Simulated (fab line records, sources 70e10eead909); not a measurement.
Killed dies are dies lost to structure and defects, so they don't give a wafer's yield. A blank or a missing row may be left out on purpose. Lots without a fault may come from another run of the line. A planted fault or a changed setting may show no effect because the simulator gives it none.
Which tool did it? | flow nand_harc | 6 lots, 18 wafers sampled, at 2 steps of a route of 1159

WHAT THE GAUGES READ, wafer by wafer
NHARC_A_BONDPAD_CD_MEAS_09: target cd 500 nm.
lot  | measured     | on        | cd_nm (nm)
L705 | day 18 05:47 | cd_sem-02 | 498.4 501.2 500.9
L707 | day 19 20:28 | cd_sem-03 | 499.3 497.5 498.6
L709 | day 20 04:17 | cd_sem-01 | 499.3 500.3 500.4
L713 | day 20 22:22 | cd_sem-01 | 497.1 499.7 499.0
L715 | day 21 12:40 | cd_sem-03 | 500.5 502.1 501.6
L723 | day 23 16:02 | cd_sem-03 | 499.8 499.7 499.4

WHICH TOOL RAN EACH LOT (tool, then ch and the chambers of the sampled wafers, then the start)
lot  | NHARC_A_BONDPAD_CMP_29
L705 | cmp-03 ch 1,2, day 18 05:05
L707 | cmp-04 ch 0,1,3, day 19 19:43
L709 | cmp-04 ch 1,2,3, day 20 03:35
L713 | cmp-03 ch 0,1, day 20 21:29
L715 | cmp-04 ch 1,2,3, day 21 12:01
L723 | cmp-01 ch 0,1,3, day 23 15:21
- NHARC_A_BONDPAD_CMP_29: polishes SiCN, target thk 200 nm.

THE ANSWER, worked out from the rows above alone
Rule: what is usual is taken from the lots themselves. Put in order of their means at a reading, lots are off if they are a third of the lots or fewer, leave a main group of 4 or more, and stand apart from it by a gap of 3 or more times the standard deviation of the main group's means; of several such gaps the widest counts. A main group whose means are all the same, to the digits that the tables above print for the reading, isn't used. A lot without any number at a reading at which 4 lots or more have one is off too. The other lots that the step has rows for count as sound.
No lot is off at any reading shown: from this, nothing can be told.

WHAT THE SIMULATOR HAD PUT IN
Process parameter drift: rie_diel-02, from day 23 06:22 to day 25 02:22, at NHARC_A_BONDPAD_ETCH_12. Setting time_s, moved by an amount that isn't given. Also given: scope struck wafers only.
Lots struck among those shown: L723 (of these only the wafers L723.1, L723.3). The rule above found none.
